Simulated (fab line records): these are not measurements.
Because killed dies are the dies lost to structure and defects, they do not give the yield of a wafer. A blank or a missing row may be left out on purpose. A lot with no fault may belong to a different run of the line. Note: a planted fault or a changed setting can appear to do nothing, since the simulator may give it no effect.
Chamber matching + flow n5-finfet + N5_BEOL_M6_CURE_74 on uv-cure-01: 3 sister chambers
The step cures SiCOH lowk, time 240 s. 3 wafers are shown with their chamber, then 8 later ones without.

## WAFERS, EACH WITH ITS CHAMBER
| wafer  | chamber | wafer_temp_C_max |
|--------|---------|------------------|
| L076.6 | 2       | 386.6            |
| L089.5 | 1       | 386.6            |
| L088.2 | 0       | 387.7            |

## WAFERS WITH NO CHAMBER GIVEN
| wafer  | wafer_temp_C_max |
|--------|------------------|
| L088.3 | 388.0            |
| L088.6 | 386.8            |
| L092.1 | 387.4            |
| L092.2 | 387.7            |
| L092.4 | 387.4            |
| L097.1 | 386.0            |
| L097.5 | 386.3            |
| L097.6 | 386.1            |

## EACH ONE'S CHAMBER
| wafer  | from the rows above          | in truth |
|--------|------------------------------|----------|
| L088.3 | 0                            | 0        |
| L088.6 | can't be placed: 1 or 2 or 0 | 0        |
| L092.1 | can't be placed: 0 or 1 or 2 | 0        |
| L092.2 | 0                            | 0        |
| L092.4 | can't be placed: 0 or 1 or 2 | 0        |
| L097.1 | can't be placed: 1 or 2      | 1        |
| L097.5 | can't be placed: 1 or 2      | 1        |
| L097.6 | can't be placed: 1 or 2      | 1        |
2 of 8 placed correctly. From these rows, 6 cannot be placed; in 6 the true chamber is one of the candidates. Placed wrongly: 0.
How it was worked out, from the rows above alone: a wafer's distance from a chamber is the root of the sum, over the readings, of the square of ((its reading less the chamber's mean) divided by the reading's scatter). The wafer belongs to the nearest chamber; if the next one is less than 2 further off, it can't be placed. For every chamber, the mean is computed from those of its wafers that are shown. The scatter: root of mean squared gap, hidden wafer to nearest shown wafer, with one shown wafer a chamber.
